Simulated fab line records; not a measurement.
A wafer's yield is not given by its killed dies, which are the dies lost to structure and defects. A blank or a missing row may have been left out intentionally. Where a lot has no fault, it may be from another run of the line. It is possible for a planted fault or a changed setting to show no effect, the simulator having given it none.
Comparing a struck lot with a sound one | flow n5_finfet | 35 out of 1938 route steps
Sound: wafers L371.1, L371.2, L371.6. Wafers struck: L390.2, L390.3, L390.5. Last of all comes the cause.
Order at every step that has rows: each side's tool, ch and its chambers, its first start. Under that, the readings that differ: sound wafers | struck wafers | difference of the means | sigmas: that difference in standard deviations of wafers without a fault.
alike: readings whose means differ by less than 2 such deviations, and words and numbers that are the same on both sides. not compared: withheld readings, readings that some wafer has no value for, bounds like >300 that may hide the same value, and numbers for which the record gives no deviation and whose values overlap.
A row with sigmas, a row that says differs or no value, or rows on one side alone: a step with any of these is where the two part. Numbers that have no deviation but don't overlap get no sigmas and don't part them. A reading missing from all wafers of one side parts the sides only when that side holds two or more wafers.

first, 9 steps without rows for these wafers: N5_MOL_CONTACT_COAG_SOFTBAKE_35 (time 60 s); N5_MOL_CONTACT_COAG_EXPOSE_37 (exposes mask VD, defocus 0 nm); N5_MOL_CONTACT_COAG_PEB_38 (peb time 60 s); N5_MOL_CONTACT_COAG_DEVELOP_39 (develop time 30 s); N5_MOL_CONTACT_COAG_DESCUM_45 (chemistry O2, time 7 s); N5_MOL_CONTACT_COAG_ETCH_65 (etches underlayer in N2/H2, target depth 13 nm, time 10.4 s); N5_MOL_CONTACT_COAG_ETCH_66 (etches SiARC in CF4, target depth 13 nm, time 21.7 s); N5_MOL_CONTACT_COAG_ALD_133 (deposits SiO2, target thk 5 nm, pulse time 1 s, co reactant pulse time 1 s); N5_MOL_CONTACT_COAG_ETCHBACK_134 (etches SiO2 in CHF3, target depth 10 nm, time 6.7 s).
N5_MOL_CONTACT_COAG_ETCH_67: etches SOC in N2/H2, target depth 60 nm, overetch 21 nm, time 101.2 s.
  sound on rie_diel-06 ch 0,2, day 5 09:10; struck on rie_diel-05 ch 1,2,3, day 10 03:10
  alike: drypump_motor_current_A, oes_product_au, rf_vpp_V, showerhead_plenum_p_Torr, throttle_valve_pct
  not compared: rf_hours_counter_h
then, 24 steps without rows for these wafers: N5_MOL_CONTACT_COAG_STRIP_68 (strips in N2/H2); N5_MOL_CONTACT_COAG_STRIP_69 (strips in N2/H2); N5_MOL_CONTACT_COAG_ETCHBACK_136 (etches SiO2 in CHF3, target depth 25 nm, time 16.7 s); N5_MOL_CONTACT_COAG_STRIP_120 (strips in CHF3); N5_MOL_CONTACT_COAG_VIA_ETCH_117 (etches SiO2 in C4F6/O2, target depth 40 nm, overetch 8 nm, time 26 s); N5_MOL_CONTACT_COAG_ETCH_124 (etches SiNx in CH3F/O2, stops on SiOC, target depth 6.5 nm); N5_MOL_CONTACT_COAG_ETCH_48 (etches SiOC in C4F6/O2, target depth 15 nm, overetch 4.5 nm, time 17 s); N5_MOL_CONTACT_COAG_STRIP_72 (strips in N2/H2); N5_MOL_CONTACT_COAG_STRIP_49 (strips in N2/H2, time 30 s); N5_MOL_CONTACT_COAG_PRECLEAN_138 (cleans in alkaline clean, time 60 s); N5_MOL_CONTACT_COAG_SRD_139 (time 30 s); N5_MOL_CONTACT_COAG_PRE_CLEAN_121; N5_MOL_CONTACT_COAG_CVD_140 (deposits W, target thk 66.5 nm, time 215 s); N5_MOL_CONTACT_COAG_PRECLEAN_127 (cleans in DIW, time 57.5 s); N5_MOL_CONTACT_COAG_SRD_128 (dry time 32 s); N5_MOL_CONTACT_COAG_CMP_52 (polishes, stops on SiO2, t overpolish 1.5 s, target thk 66.5 nm); N5_MOL_CONTACT_COAG_ANNEAL_112 (time 1800 s); N5_BEOL_M0_SAQP_PECVD_00 (deposits SiCN from 3MS/NH3, target thk 8 nm, time 14 s); N5_BEOL_M0_SAQP_ILD_DEP_01 (deposits SiOC from DEMS/O2, target thk 45.419 nm, time 8.7 s); N5_BEOL_M0_SAQP_HM_DEP_02 (deposits TiN, target thk 12 nm); N5_BEOL_M0_SAQP_PECVD_03 (deposits SiCN from 3MS/NH3, target thk 12 nm, time 21.1 s); N5_BEOL_M0_SAQP_PECVD_96 (deposits a-Si from SiH4/He, target thk 45 nm, time 45.2 s); N5_BEOL_M0_SAQP_PECVD_97 (deposits SiNx from SiH4/NH3/N2, target thk 23 nm, time 19.9 s); N5_BEOL_M0_SAQP_PECVD_04 (deposits a-Si from SiH4/He, target thk 60 nm, time 60.2 s).
-- a jump in the record: the struck wafers' starts before and after are 7 days apart (it breaks off in module BEOL_M0_SAQP and resumes in module PASSIVATION, where the first step shown is number 1936 of the route) --
N5_PASSIVATION_PROBE_49:
  only the struck wafers here have rows in the record (prober-02, day 17 07:04); the sound ones have none

== WHERE THEY PART ==
N5_PASSIVATION_PROBE_49 only, going by this record.

WHY: the cause the simulator had injected
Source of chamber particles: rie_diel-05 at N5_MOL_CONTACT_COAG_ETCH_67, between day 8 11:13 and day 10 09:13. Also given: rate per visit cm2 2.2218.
